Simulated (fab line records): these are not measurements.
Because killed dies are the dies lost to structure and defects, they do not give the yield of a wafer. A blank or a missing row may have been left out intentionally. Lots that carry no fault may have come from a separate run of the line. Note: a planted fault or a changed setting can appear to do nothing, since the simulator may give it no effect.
fab line records | flow n5Finfet | part 1 of 2: steps 1 to 4 of 6
record lots=19 wafers=57 lastDay=17
route steps=1938 shown BEOL_M9@1447 BEOL_M10@1484
lots with no fault: from the same line, run without faults
startH: hours from the record's first day to the start of the lot's first wafer shown | waitH: hours elapsed since this lot's preceding step | " same as the row above | L1.1+2: one row covering several wafers at once | - no value present, or no start provided | * or withheld: withheld | < > ~ a bound
route shown NAME@n: NAME is a module with steps in the file, n the number in the route of the first one | usual: mean and standard deviation over wafers with no fault | same: alike in all rows | chamber/n: place in a boat | sites: readings site by site | _std_site: standard deviation across them | _edge_site: mean of outer sites minus mean of inner sites | radiusMm: for every site, how far away it sits from the centre of the wafer | mask NAME#n: copy n | behind: the last tool/chamber to shape the wafer | hold: why the lot was held/for how many hours/how that ended | device: the transistor (n, p or np) that didn't switch | end of line: tests of these same wafers at the route's end | a step with no rows: only its recipe | killed: at the first sort, the dies lost to defects and structure; wafer yield is something else | map: a wafer's dies, marking killed ones x, the rest . and places with no die _
set.NAME: the setting as run; set.NAME@STEP: as run at that earlier step | model.NAME: the simulator's own value behind a step, which no gauge read
steps of the route over a sample of lots; a table a step, a row a wafer
services: when a tool's chamber went out of use (startH, in hours from the record's first day, below 0 if earlier), for how many hours, and the reason
## steps
# step N5_BEOL_M9_ETCH_41
# recipe chemistry=CH3F/O2 target=SiCN targetDepthA=366 taperDeg=2 timeS=70.1 ionEnergyEv=120 maskMaterial=TiN pressureMtorr=30 sourceW=395 biasW=75 Ar_flow_sccm=150 CH3F_flow_sccm=30 O2_flow_sccm=20
# usual CH3F_flow_sccm=30.00/0.089 biasW=74.96/0.22 drypumpMotorCurrentA=5.7/0.43 oesProductAu=0.73/0.063 rfVppV=297.1/1.8 showerheadPlenumPTorr=1.99/0.075 throttleValvePct=16.43/0.18
# columns lot.wafer tool chamber startH waitH CH3F_flow_sccm biasW drypumpMotorCurrentA oesProductAu rfHoursCounterH rfVppV showerheadPlenumPTorr throttleValvePct
L074.2 rieDiel-01 2 - - 30.09 75.20 6.0 0.72 193 299.5 2.07 16.59
L074.3 " 0 " " 30.06 74.53 6.0 0.78 157 295.6 1.92 16.52
L074.4 " 3 " " 29.96 74.58 5.0 0.72 203 295.5 1.91 16.39
L075.1 rieDiel-05 1 - - 30.12 75.06 5.7 0.72 184 296.2 1.91 16.77
L075.3 " 3 " " 30.08 74.87 5.6 0.71 228 297.7 2.06 16.44
L075.5 " 0 " " 29.87 75.07 5.9 0.84 - 300.3 2.11 16.36
L076.1 rieDiel-05 1 - - 29.97 74.80 5.7 0.70 185 296.1 1.91 16.76
L076.2 " 2 " " 30.05 74.88 5.6 0.71 224 299.2 2.07 16.45
L076.5 " 3 " " 29.92 74.62 5.6 0.70 - 297.9 2.06 16.45
L077.1 rieDiel-02 2 - - 30.00 74.85 4.9 0.72 201 297.8 1.98 16.22
L077.2 " 1 " " 30.03 75.32 6.1 0.71 204 298.5 2.07 16.41
L077.3 " 3 " " 30.06 74.82 5.9 0.68 215 295.0 1.90 16.41
L080.2 rieDiel-05 2 - - 30.08 74.84 5.6 0.70 231 298.1 2.07 16.45
L080.4 " 3 " " 30.13 74.75 5.6 0.70 237 299.1 2.06 16.48
L080.5 " 0 " " 30.13 74.86 5.8 0.82 - 298.9 2.10 16.39
L079.1 rieDiel-02 3 - - 30.13 75.03 5.9 0.68 221 294.7 1.89 16.45
L079.4 " 0 " " 30.04 75.23 5.7 0.71 185 296.5 1.99 16.27
L079.6 " 0 " " 30.01 75.42 5.7 0.72 - 297.9 1.99 16.25
L081.1 rieDiel-02 2 - - 30.12 75.04 4.9 0.72 208 296.4 1.97 16.24
L081.2 " 0 " " 29.94 74.90 5.7 0.71 186 297.5 1.99 16.26
L081.3 " 3 " " 29.93 74.97 5.9 0.67 222 296.2 1.89 16.47
L082.1 rieDiel-05 2 - - 29.82 75.37 5.6 0.70 237 299.0 2.07 16.48
L082.3 " 3 " " 29.98 74.76 5.6 0.69 243 297.2 2.06 16.48
L082.6 " 1 " " 30.12 75.10 5.7 0.70 - 295.3 1.91 16.79
L083.2 rieDiel-01 0 - - 30.06 75.11 6.0 0.75 174 294.7 1.91 16.55
L083.5 " 3 " " 29.80 75.38 5.0 0.70 - 295.3 1.91 16.44
L083.6 " 2 " " 30.17 75.05 6.0 0.70 - 300.2 2.07 16.60
L086.1 rieDiel-02 0 - - 30.08 75.06 5.7 0.71 194 297.5 1.98 16.28
L086.3 " 2 " " 29.94 74.97 4.9 0.71 216 297.6 1.97 16.25
L086.4 " 3 " " 29.90 75.00 5.9 0.68 230 295.0 1.89 16.45
L084.3 rieDiel-01 1 - - 29.93 74.86 6.5 0.85 72 299.6 2.01 16.13
L084.5 " 2 " " 29.91 74.92 6.0 0.69 - 299.1 2.07 16.62
L084.6 " 3 " " 29.99 74.98 5.0 0.69 - 295.0 1.90 16.43
L087.2 rieDiel-05 3 - - 30.03 74.75 5.6 0.68 248 298.0 2.06 16.49
L087.3 " 0 " " 30.04 75.10 5.9 0.81 104 299.1 2.10 16.39
L087.4 " 1 " " 30.10 74.86 5.7 0.70 204 293.8 1.91 16.80
L088.2 rieDiel-05 1 - - 29.88 74.61 5.7 0.69 206 294.3 1.91 16.80
L088.5 " 0 " " 29.92 74.81 5.9 0.81 - 298.9 2.10 16.40
L088.6 " 2 " " 29.99 75.23 5.6 0.69 - 298.1 2.06 16.48
L089.2 rieDiel-01 3 - - 30.00 75.09 5.0 0.69 234 294.4 1.90 16.46
L089.3 " 0 " " 29.85 74.71 6.0 0.74 190 296.4 1.90 16.58
L089.6 " 2 " " 30.01 75.35 6.0 0.70 - 298.2 2.06 16.63
L090.1 rieDiel-02 0 - - 30.10 74.99 5.7 0.71 203 296.3 1.98 16.29
L090.2 " 3 " " 30.11 74.69 5.9 0.66 239 296.2 1.89 16.49
L090.3 " 1 " " 29.91 75.07 6.2 0.70 228 299.2 2.06 16.46
L091.2 rieDiel-02 0 - - 29.92 74.44 5.7 0.71 203 298.9 1.98 16.28
L091.4 " 3 " " 30.16 74.73 5.9 0.66 239 293.6 1.89 16.48
L091.5 " 2 " " 30.09 75.02 4.9 0.70 - 297.4 1.97 16.29
L092.1 rieDiel-01 3 - - 30.02 75.00 5.0 0.69 238 294.8 1.90 16.47
L092.4 " 0 " " 30.03 75.09 6.0 0.74 194 295.9 1.90 16.59
L092.6 " 0 " " 30.02 74.69 6.0 0.75 - 295.5 1.90 16.59
L093.1 rieDiel-01 1 - - 29.83 74.83 6.5 0.83 90 295.8 2.01 16.18
L093.3 " 2 " " 30.07 75.17 6.0 0.68 232 299.3 2.06 16.64
L093.5 " 3 " " 30.03 74.58 5.0 0.68 - 294.2 1.90 16.48
L097.2 rieDiel-01 0 - - 29.96 74.59 6.0 0.74 200 295.5 1.90 16.58
L097.3 " 3 " " 29.88 74.96 5.0 0.68 244 294.8 1.90 16.48
L097.6 " 2 " " 29.97 74.99 6.0 0.69 - 298.2 2.06 16.66
# step N5_BEOL_M10_OVL_MEAS_12
# recipe pointsPerWafer=44
# usual M10_OVL=-0.2/0.8
# same pointsPerWafer=44
# columns lot.wafer tool chamber startH waitH M10_OVL[nm]
L074.2 overlay-01 0 210.91 0.0 -0.1
L074.3 " 0 " " -0.3
L074.4 " 0 " " -1.0
L075.1 overlay-02 0 219.76 0.0 -1.7
L075.3 " 0 " " -0.6
L075.5 " 0 " " -1.8
L076.1 overlay-01 0 225.04 0.0 -0.5
L076.2 " 0 " " 0.2
L076.5 " 0 " " -0.8
L077.1 overlay-01 0 236.81 0.0 -0.1
L077.2 " 0 " " -0.7
L077.3 " 0 " " 0.2
L080.2 overlay-01 0 252.26 0.0 -0.4
L080.4 " 0 " " -0.7
L080.5 " 0 " " 0.2
L079.1 overlay-02 0 255.92 0.0 -0.9
L079.4 " 0 " " -1.2
L079.6 " 0 " " -0.5
L081.1 overlay-01 0 260.90 0.0 0.7
L081.2 " 0 " " 0.6
L081.3 " 0 " " 0.0
L082.1 overlay-01 0 272.89 0.0 -1.3
L082.3 " 0 " " -0.7
L082.6 " 0 " " -1.5
L083.2 overlay-02 0 273.05 0.0 0.3
L083.5 " 0 " " 0.2
L083.6 " 0 " " 0.4
L086.1 overlay-02 0 288.29 0.0 0.6
L086.3 " 0 " " 0.1
L086.4 " 0 " " 0.1
L084.3 overlay-02 0 288.61 0.0 -0.1
L084.5 " 0 " " -0.8
L084.6 " 0 " " -1.5
L087.2 overlay-01 0 293.84 0.0 -0.2
L087.3 " 0 " " 0.9
L087.4 " 0 " " -0.2
L088.2 overlay-01 0 297.81 0.0 0.0
L088.5 " 0 " " 0.3
L088.6 " 0 " " -0.6
L089.2 overlay-02 0 317.38 0.0 -0.7
L089.3 " 0 " " -1.5
L089.6 " 0 " " 0.4
L090.1 overlay-01 0 317.71 0.0 1.4
L090.2 " 0 " " 2.0
L090.3 " 0 " " 0.5
L091.2 overlay-02 0 322.08 0.0 0.3
L091.4 " 0 " " 0.8
L091.5 " 0 " " 0.1
L092.1 overlay-01 0 332.98 0.0 0.0
L092.4 " 0 " " -0.7
L092.6 " 0 " " -1.1
L093.1 overlay-01 0 344.60 0.0 0.5
L093.3 " 0 " " -0.3
L093.5 " 0 " " 0.2
L097.2 overlay-02 0 351.14 0.0 1.4
L097.3 " 0 " " 0.0
L097.6 " 0 " " 1.3
# step N5_BEOL_M10_ETCH_62
# recipe chemistry=N2/H2 target=SOC targetDepthA=1100 overetchA=220 maskMaterial=SiARC tempC=40 timeS=165 ionEnergyEv=200 pressureMtorr=30 sourceW=840 biasW=150 n2FlowSccm=200 h2FlowSccm=200
# usual biasW=149.9/0.44 drypumpMotorCurrentA=5.7/0.64 oesProductAu=0.69/0.056 rfVppV=522.8/2.7 showerheadPlenumPTorr=2.51/0.091 throttleValvePct=17.84/0.19
# columns lot.wafer tool chamber startH waitH biasW drypumpMotorCurrentA oesProductAu rfHoursCounterH rfVppV showerheadPlenumPTorr throttleValvePct
L074.2 rieDiel-04 3 211.19 0.0 150.3 5.7 0.70 76 521.8 2.45 17.93
L074.3 " 2 " " 150.8 5.9 0.58 239 523.1 2.51 18.12
L074.4 " 1 " " 150.1 6.1 0.71 - 523.8 2.48 17.59
L075.1 rieDiel-04 3 220.13 0.0 150.2 5.6 0.70 80 521.2 2.45 17.93
L075.3 " 2 " " 150.1 5.8 0.58 243 522.8 2.51 18.13
L075.5 " 2 " " 149.8 5.8 0.58 - 522.7 2.51 18.12
L076.1 rieDiel-04 1 225.19 0.0 150.4 6.1 0.71 67 521.4 2.48 17.60
L076.2 " 0 " " 149.5 5.5 0.63 151 520.5 2.44 17.87
L076.5 " 1 " " 150.8 6.1 0.70 - 521.2 2.48 17.59
L077.1 rieDiel-04 3 237.01 0.0 150.3 5.6 0.69 86 522.5 2.45 17.94
L077.2 " 0 " " 149.2 5.5 0.63 155 519.5 2.44 17.88
L077.3 " 2 " " 148.8 5.9 0.58 249 523.6 2.50 18.13
L080.2 rieDiel-03 2 252.55 0.0 150.0 4.8 0.72 58 521.3 2.49 17.58
L080.4 " 0 " " 149.7 5.0 0.71 - 523.9 2.58 17.93
L080.5 " 3 " " 150.0 6.5 0.72 - 527.8 2.68 17.46
L079.1 rieDiel-06 3 257.04 0.0 149.8 6.7 0.77 36 522.8 2.48 17.76
L079.4 " 2 " " 149.9 5.4 0.58 246 519.3 2.41 18.24
L079.6 " 2 " " 150.5 5.4 0.60 - 520.1 2.41 18.22
L081.1 rieDiel-04 3 261.04 0.0 150.1 5.7 0.68 97 522.2 2.45 17.98
L081.2 " 1 " " 150.2 6.1 0.69 81 522.2 2.47 17.61
L081.3 " 0 " " 149.9 5.5 0.62 165 520.1 2.43 17.90
L082.1 rieDiel-06 0 273.12 0.0 149.7 5.2 0.68 93 522.3 2.47 17.95
L082.3 " 1 " " 149.4 4.8 0.67 125 521.0 2.46 17.92
L082.6 " 0 " " 149.8 5.2 0.69 - 521.1 2.47 17.92
L083.2 rieDiel-03 0 273.64 0.0 149.6 5.0 0.70 75 523.9 2.57 17.95
L083.5 " 0 " " 150.0 5.0 0.71 - 524.1 2.57 17.94
L083.6 " 1 " " 149.3 6.6 0.84 - 527.7 2.73 17.88
L086.1 rieDiel-06 1 288.43 0.0 149.8 4.9 0.67 131 521.8 2.46 17.94
L086.3 " 0 " " 149.6 5.2 0.68 100 521.1 2.46 17.95
L086.4 " 3 " " 150.2 6.7 0.75 - 522.3 2.47 17.78
L084.3 rieDiel-03 1 288.75 0.0 150.1 6.6 0.80 6 528.2 2.73 17.90
L084.5 " 3 " " 150.1 6.5 0.70 - 528.3 2.67 17.49
L084.6 " 2 " " 149.6 4.8 0.70 - 520.4 2.49 17.61
L087.2 rieDiel-03 0 293.99 0.0 150.6 5.0 0.70 82 524.9 2.57 17.95
L087.3 " 3 " " 149.7 6.5 0.71 65 527.9 2.67 17.52
L087.4 " 1 " " 150.2 6.6 0.80 8 528.5 2.73 17.92
L088.2 rieDiel-04 3 298.06 0.0 149.7 5.7 0.68 110 522.1 2.44 18.00
L088.5 " 1 " " 149.8 6.1 0.68 - 521.4 2.47 17.63
L088.6 " 0 " " 149.4 5.5 0.61 - 520.6 2.43 17.91
L089.2 rieDiel-04 1 317.52 0.0 150.0 6.2 0.68 97 521.7 2.46 17.65
L089.3 " 0 " " 150.6 5.5 0.61 187 520.1 2.42 17.94
L089.6 " 2 " " 150.0 5.8 0.76 - 522.7 2.50 17.71
L090.1 rieDiel-06 3 317.85 0.0 149.5 6.7 0.74 60 522.3 2.47 17.80
L090.2 " 2 " " 150.3 5.3 0.78 8 529.5 2.73 17.82
L090.3 " 0 " " 150.1 5.2 0.66 111 521.0 2.46 17.99
L091.2 rieDiel-06 2 322.46 0.0 149.8 5.3 0.77 9 527.7 2.72 17.82
L091.4 " 3 " " 150.2 6.7 0.74 62 521.8 2.47 17.82
L091.5 " 3 " " 149.5 6.7 0.73 - 523.1 2.47 17.80
L092.1 rieDiel-03 3 333.12 0.0 149.3 6.5 0.69 78 528.7 2.67 17.53
L092.4 " 1 " " 150.0 6.5 0.78 21 529.6 2.72 17.92
L092.6 " 2 " " 149.8 4.8 0.69 - 523.4 2.48 17.65
L093.1 rieDiel-06 3 344.74 0.0 149.9 6.7 0.72 70 522.0 2.46 17.82
L093.3 " 0 " " 150.1 5.1 0.66 119 521.2 2.45 18.00
L093.5 " 1 " " 150.3 4.9 0.65 - 521.3 2.45 17.96
L097.2 rieDiel-04 3 351.43 0.0 150.3 5.7 0.66 129 521.2 2.43 18.03
L097.3 " 2 " " 149.4 5.9 0.73 31 522.0 2.49 17.72
L097.6 " 2 " " 149.1 5.8 0.75 - 523.5 2.49 17.73
# step N5_BEOL_M10_DESCUM_33
# recipe chemistry=O2 timeS=7.9 sourcePowerW=50 biasPowerW=20 pressureMtorr=20 rfFrequencyHz=2.712e+07 tempC=40 resist=CAR-ArF o2FlowSccm=225
# usual drypumpMotorCurrentA=5.7/0.64 oesProductAu=0.82/0.068 rfVppV=242.7/1.5 showerheadPlenumPTorr=2.07/0.079 throttleValvePct=20.44/0.21
# columns lot.wafer tool chamber startH waitH drypumpMotorCurrentA oesProductAu rfHoursCounterH rfVppV showerheadPlenumPTorr throttleValvePct
L074.2 rieDiel-04 3 214.85 0.0 5.7 0.84 77 240.4 2.06 20.76
L074.3 " 1 " " 6.2 0.84 63 242.0 2.05 20.37
L074.4 " 3 " " 5.6 0.84 - 241.7 2.06 20.75
L075.1 rieDiel-03 2 221.40 0.0 4.8 0.89 47 244.1 2.06 20.13
L075.3 " 1 " " 6.6 0.68 242 242.0 1.96 20.64
L075.5 " 1 " " 6.6 0.68 - 242.2 1.97 20.65
L076.1 rieDiel-04 3 227.28 0.0 5.7 0.84 82 241.9 2.05 20.76
L076.2 " 2 " " 5.8 0.67 246 241.9 2.04 20.55
L076.5 " 1 " " 6.1 0.83 - 241.8 2.05 20.38
L077.1 rieDiel-06 0 237.89 0.0 5.2 0.81 82 241.3 2.02 20.39
L077.2 " 2 " " 5.4 0.69 243 241.7 1.96 20.61
L077.3 " 3 " " 6.7 0.91 31 241.9 2.06 20.55
L080.2 rieDiel-04 1 256.29 0.7 6.1 0.82 79 242.3 2.05 20.39
L080.4 " 3 " " 5.7 0.82 - 242.2 2.05 20.77
L080.5 " 1 " " 6.1 0.82 - 241.5 2.05 20.40
L079.1 rieDiel-04 0 257.92 0.0 5.5 0.73 164 242.9 1.99 20.41
L079.4 " 1 " " 6.2 0.83 - 242.0 2.05 20.40
L079.6 " 0 " " 5.5 0.73 - 241.7 1.99 20.43
L081.1 rieDiel-06 3 263.16 0.0 6.7 0.91 38 242.4 2.06 20.57
L081.2 " 1 " " 4.8 0.79 121 243.1 2.00 20.39
L081.3 " 2 " " 5.4 0.70 248 240.4 1.96 20.62
L082.1 rieDiel-04 1 275.19 0.0 6.2 0.82 87 244.0 2.05 20.41
L082.3 " 3 " " 5.7 0.81 102 240.1 2.05 20.78
L082.6 " 3 " " 5.7 0.81 - 242.2 2.05 20.77
L083.2 rieDiel-06 3 275.42 0.2 6.7 0.89 43 241.1 2.06 20.57
L083.5 " 3 " " 6.7 0.90 - 242.5 2.06 20.57
L083.6 " 1 " " 4.8 0.78 - 240.9 2.00 20.40
L084.3 rieDiel-04 3 290.59 0.6 5.6 0.80 107 240.8 2.05 20.80
L084.5 " 0 " " 5.5 0.72 - 240.3 1.99 20.44
L084.6 " 2 " " 5.8 0.93 - 243.3 2.04 20.16
L086.1 rieDiel-03 3 291.04 0.8 6.5 0.85 64 244.8 2.21 20.14
L086.3 " 1 " " 6.6 0.95 7 245.8 2.22 20.29
L086.4 " 0 " " 5.0 0.82 81 243.8 2.13 20.74
L087.2 rieDiel-04 0 294.98 0.0 5.5 0.72 179 241.0 1.99 20.43
L087.3 " 2 " " 5.8 0.93 10 241.5 2.04 20.17
L087.4 " 3 " " 5.6 0.81 - 242.4 2.05 20.82
L088.2 rieDiel-06 2 299.57 0.0 5.4 0.94 1 245.7 2.22 20.26
L088.5 " 2 " " 5.3 0.94 - 244.3 2.22 20.25
L088.6 " 3 " " 6.7 0.86 - 242.3 2.06 20.58
L089.2 rieDiel-03 1 321.27 0.0 6.6 0.92 16 246.0 2.22 20.30
L089.3 " 3 " " 6.5 0.84 74 244.7 2.20 20.16
L089.6 " 1 " " 6.6 0.92 - 245.6 2.22 20.29
L090.1 rieDiel-04 2 321.80 0.5 5.8 0.90 19 242.2 2.03 20.17
L090.2 " 3 " " 5.6 0.79 118 241.9 2.04 20.81
L090.3 " 1 " " 6.1 0.80 99 242.0 2.04 20.42
L091.2 rieDiel-04 1 323.29 0.0 6.1 0.79 100 242.7 2.04 20.43
L091.4 " 3 " " 5.6 0.80 119 240.8 2.04 20.82
L091.5 " 3 " " 5.6 0.79 - 241.7 2.04 20.82
L092.1 rieDiel-06 0 334.91 0.0 5.1 0.79 116 241.9 2.01 20.47
L092.4 " 1 " " 4.9 0.77 147 240.9 1.99 20.42
L092.6 " 0 " " 5.1 0.80 - 242.2 2.01 20.44
L093.1 rieDiel-03 1 347.09 0.2 6.5 0.89 26 245.9 2.22 20.31
L093.3 " 3 " " 6.5 0.82 83 244.6 2.20 20.18
L093.5 " 2 " " 4.8 0.82 - 241.3 2.04 20.21
L097.2 rieDiel-06 1 354.16 0.0 4.9 0.76 154 241.9 1.99 20.43
L097.3 " 3 " " 6.7 0.85 72 242.6 2.05 20.61
L097.6 " 0 " " 5.1 0.77 - 242.9 2.01 20.47
